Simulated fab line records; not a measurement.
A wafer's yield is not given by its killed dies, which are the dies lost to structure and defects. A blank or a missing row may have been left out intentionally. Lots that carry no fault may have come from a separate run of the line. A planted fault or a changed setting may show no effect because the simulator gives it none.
A single fault, viewed from 2 desks ; flow n5 finfet ; what lay behind the numbers comes last; until then each desk has only its own

== DESK OF THE TOOL OWNER: pecvd-02 ==
The tool's own readings at N5_FIN_SAQP_HM_DEP_03 (deposits SiNx from SiH4/NH3/N2, target thk 38 nm, time 33.6 s): means of the sampled wafers that have a number, for each lot that ran on this tool. Marked OUT: a lot whose mean sits more than 4 standard deviations from the usual mean, which makes it out of limits; the brackets give that distance.
Columns: A = heater power w at N5_FIN_SAQP_HM_DEP_03, usual 788 W; B = rf fwd power W at N5_FIN_SAQP_HM_DEP_03, usual 297.8 W; C = showerhead plenum p Torr at N5_FIN_SAQP_HM_DEP_03, usual 5.16 Torr; D = throttle valve pct at N5_FIN_SAQP_HM_DEP_03, usual 39.3 %
lot;first seen here;A;B;C;D
L204;day 1 21:43;701;296.7;5.17;38.4
L207;day 2 15:00;682;297.1;5.18;40.6
L209;day 3 03:22;744;297.6;5.17;38.5
L218;day 5 13:16;693;296.9;5.21;40.2
L220;day 5 22:43;719;299.0;5.22;38.3
Finding of this desk: none of the 5 lots has anything out of limits.

== THE METROLOGY DESK ==
What the gauges read for every lot (on any tool): the sampled wafers with a number, averaged. Marked OUT: a lot whose mean sits more than 4 standard deviations from the usual mean, which makes it out of limits; the brackets give that distance.
Columns: A = PMOS_HMC_BLK_OVL at N5_PMOS_HMC_CHANNEL_EPI_OVL_MEAS_10, usual 0.2 nm; B = thk nm at N5_FIN_SAQP_THK_MEAS_05, usual 38.1 nm
lot;first seen here;A;B
L204;day 1 18:01;-0.7;37.7
L205;day 1 22:56;-0.5;37.7
L207;day 2 11:22;0.8;38.0
L209;day 2 23:41;-0.3;38.5
L211;day 3 11:50;0.4;38.4
L218;day 5 06:44;-0.1;30.2 (-18) OUT
L219;day 5 12:05;-0.3;38.6
L220;day 5 17:32;-0.1;30.0 (-19) OUT
L221;day 5 23:07;0.6;38.4
L222;day 6 05:23;-1.1;38.4
L223;day 6 11:22;0.3;38.5
L225;day 7 00:17;0.7;38.5
L226;day 7 05:09;0.4;38.2
L227;day 7 11:28;1.9;37.8
This desk's finding: out of limits on L218, L220; first on L218, day 5 13:21 (thk nm at N5_FIN_SAQP_THK_MEAS_05). Within limits: L204, L205, L207, L209, L211, L219, L221, L222, L223, L225, L226, L227.

== BROUGHT TOGETHER ==
L218, L220 would have let the metrology desk raise an alarm at day 5 13:21.
The tool owner's desk saw nothing out of limits.
Tool owner's desk: L218, L220 on record, inside its limits.
All the named lots went through N5_FIN_SAQP_HM_DEP_03 on pecvd-02.

== WHAT THE SIMULATOR HAD INSERTED ==
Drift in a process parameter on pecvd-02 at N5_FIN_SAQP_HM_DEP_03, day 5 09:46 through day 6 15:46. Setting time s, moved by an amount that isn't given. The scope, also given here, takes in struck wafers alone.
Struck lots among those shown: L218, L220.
Delay in hours, fault start to first out-of-limits reading, per desk: metrology desk 4.
